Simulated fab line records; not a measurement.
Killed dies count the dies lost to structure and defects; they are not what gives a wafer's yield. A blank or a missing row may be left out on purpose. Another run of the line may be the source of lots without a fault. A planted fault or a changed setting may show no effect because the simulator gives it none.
Struck lot and sound lot, side by side | flow n5 finfet | 39 steps out of a route of 1938
Sound: these wafers, L503.3, L503.5, L503.6. Wafers L501.3, L501.5, L501.6 were the ones struck. The cause is named last.
For every step that has rows: the tool of each side, followed by ch and its chambers, followed by its first start. Under that, the readings that differ: sound wafers | struck wafers | difference of the means | sigmas: that difference in standard deviations of wafers without a fault.
alike: readings with means less than 2 such deviations apart, plus words and numbers identical on both sides. not compared: withheld readings, readings lacking a value on some wafer, bounds such as >300 that could conceal the same value, and numbers that have no deviation in the record and whose values overlap.
Wherever a step has rows on one side only, a row that says differs or no value, or a row with sigmas, the two part there. When numbers do not overlap yet have no deviation, they are printed without sigmas and do not part them. A reading that every wafer of one side lacks parts them only if that side has two wafers or more.

first, 9 steps without rows for these wafers: N5_BEOL_M4_ANNEAL_95 (time 240 s); N5_BEOL_M4_SPUTTER_96 (material Cu, target thk 4.5 nm, time 8.29 s); N5_BEOL_M4_ECD_50 (material Cu, target thk 300 nm); N5_BEOL_M4_ANNEAL_51 (time 90 s); N5_BEOL_M4_CMP_52 (polishes, stops on SiOC, t overpolish 6.8 s, target thk 40 nm); N5_BEOL_M4_PRE_CLEAN_60 (time 15 s); N5_BEOL_M4_CO_CAP_55 (material Co, precursor CCTBA/H2, target thk 2 nm, time 102.1 s); N5_BEOL_M4_PRE_CLEAN_56 (time 15 s); N5_BEOL_M4_DEP_57 (deposits SiCN from 3MS/NH3, target thk 8 nm, time 14 s).
N5_BEOL_M4_RC_MEAS_101:
  sound on prober-01 ch 0, day 8 05:34; struck on prober-01 ch 0, day 7 13:34
  alike: DIBL_N, DIBL_P, IOFF_N, IOFF_P, ION_N, ION_P, SS_N, SS_P, VT_N, VT_P
then, 24 steps without rows for these wafers: N5_BEOL_M5_ILD_DEP_00 (deposits SiCOH lowk from DEMS/porogen, target thk 140.64 nm, time 25.9 s); N5_BEOL_M5_CURE_79 (cures SiCOH lowk, time 240 s); N5_BEOL_M5_PECVD_70 (deposits SiO2 from TEOS/O2, target thk 16 nm, time 18 s); N5_BEOL_M5_HM_DEP_02 (deposits TiN, target thk 20 nm); N5_BEOL_M5_COAT_59 (time 60 s, resist thk 60 nm); N5_BEOL_M5_COAT_60 (time 60 s, resist thk 12 nm); N5_BEOL_M5_COAT_71 (time 60 s, resist thk 5 nm); N5_BEOL_M5_COAT_05 (resist thk 30 nm); N5_BEOL_M5_EBR_07; N5_BEOL_M5_SOFTBAKE_06 (time 60 s); N5_BEOL_M5_EXPOSE_08 (exposes mask M5, target cd 28 nm); N5_BEOL_M5_PEB_09 (peb time 60 s); N5_BEOL_M5_DEVELOP_10 (develop time 30 s); N5_BEOL_M5_DESCUM_16 (chemistry O2, time 7 s); N5_BEOL_M5_ETCH_72 (etches underlayer in N2/H2, target depth 6.5 nm, time 5.2 s); N5_BEOL_M5_ETCH_61 (etches SiARC in CF4, target depth 15.6 nm, time 26 s); N5_BEOL_M5_ETCH_62 (etches SOC in N2/H2, target depth 75 nm, overetch 15 nm, time 112.5 s); N5_BEOL_M5_STRIP_63 (strips in N2/H2); N5_BEOL_M5_STRIP_73 (strips in N2/H2); N5_BEOL_M5_STRIP_64 (strips in CF4); N5_BEOL_M5_HM_OPEN_17 (chemistry Cl2/BCl3, target TiN, target depth 20 nm, overetch 6 nm); N5_BEOL_M5_STRIP_19 (strips in O2); N5_BEOL_M5_COAT_65 (time 60 s, resist thk 60 nm); N5_BEOL_M5_COAT_66 (time 60 s, resist thk 12 nm).
N5_BEOL_M9_ILD_DEP_00: deposits SiCOH lowk from DEMS/porogen, target thk 308.51 nm, time 58 s.
  sound on pecvd-03 ch 1,2, day 9 17:50; struck on pecvd-01 ch 0,1, day 9 02:43
  alike: heater power outer w, heater power w, showerhead plenum p Torr, showerhead vpp V, throttle valve pct
  not compared: since wet clean h
N5_BEOL_M9_CURE_71: cures SiCOH lowk, time 240 s.
  sound on uv cure-02 ch 2, day 9 18:05; struck on uv cure-03 ch 2, day 9 02:57
  reading                                            | sound             | struck          | difference | sigmas
  model.SiCOH_lowk_of_BEOL_M9_ILD_DEP_00.thk nm (nm) | 262.2 266.8 269.8 | 558.4 550.2 560 | +289.9     |
  alike: lamp power pct, wafer_temp_C_max
N5_BEOL_M9_THK_MEAS_01:
  sound on film metro-02, day 9 18:27; struck on film metro-02, day 9 03:19
  reading         | sound       | struck      | difference | sigmas
  M9_ILD_THK (nm) | 262 267 270 | 558 550 560 | +290       | +72
N5_BEOL_M9_CMP_52: polishes, stops on SiCOH lowk, t overpolish 7 s, target thk 140 nm.
  sound on cmp-01 ch 0,1,2, day 10 01:04; struck on cmp-04 ch 2,3, day 9 09:02
  reading                                            | sound             | struck          | difference | sigmas
  model.SiCOH_lowk_of_BEOL_M9_ILD_DEP_00.thk nm (nm) | 259.2 263.8 266.8 | 555.4 547.4 557 | +290.0     |
  alike: barrier field endpoint s, head pressure psi, motor current A, overpolish run s, slurry filter dp kPa, time to endpoint s
-- here the record skips 2 days between the struck wafers' starts before and after, leaving off in module BEOL_M9 and picking up in module PASSIVATION (first step shown: number 1936 of the route) --
N5_PASSIVATION_PROBE_49:
  sound on prober-02, day 12 08:08; struck on prober-02, day 11 14:51
  reading                  | sound          | struck         | difference | sigmas
  defect limited yield (%) | 89.9 91.3 92.1 | 0 0 0          | -91        | -57
  killed_at_M4_up          | 12 12 5        | 1120 1106 1105 | +1101      | +99 or more
  killed dies              | 119 103 93     | 1180 1180 1180 | +1075      | +57
  killed on rim            | 9 18 15        | 152 152 152    | +138       | +35
  sort_bin_5_function (%)  | 5.8 5.3 5.3    | 97.2 96.9 96.9 | +91.5      | +83
  sort n pass              | 1061 1077 1087 | 0 0 0          | -1075      | -54
  sort yield pct (%)       | 89.9 91.3 92.1 | 0 0 0          | -91        | -54
  alike: killed_at_M0_to_M3, killed at contacts, killed at front end, killed at other, killed open, killed short, sort_bin_6_memory

## WHERE THEY PART
Last at N5_PASSIVATION_PROBE_49 as far as this record goes, first at N5_BEOL_M9_THK_MEAS_01.

WHY: what the simulator had put in
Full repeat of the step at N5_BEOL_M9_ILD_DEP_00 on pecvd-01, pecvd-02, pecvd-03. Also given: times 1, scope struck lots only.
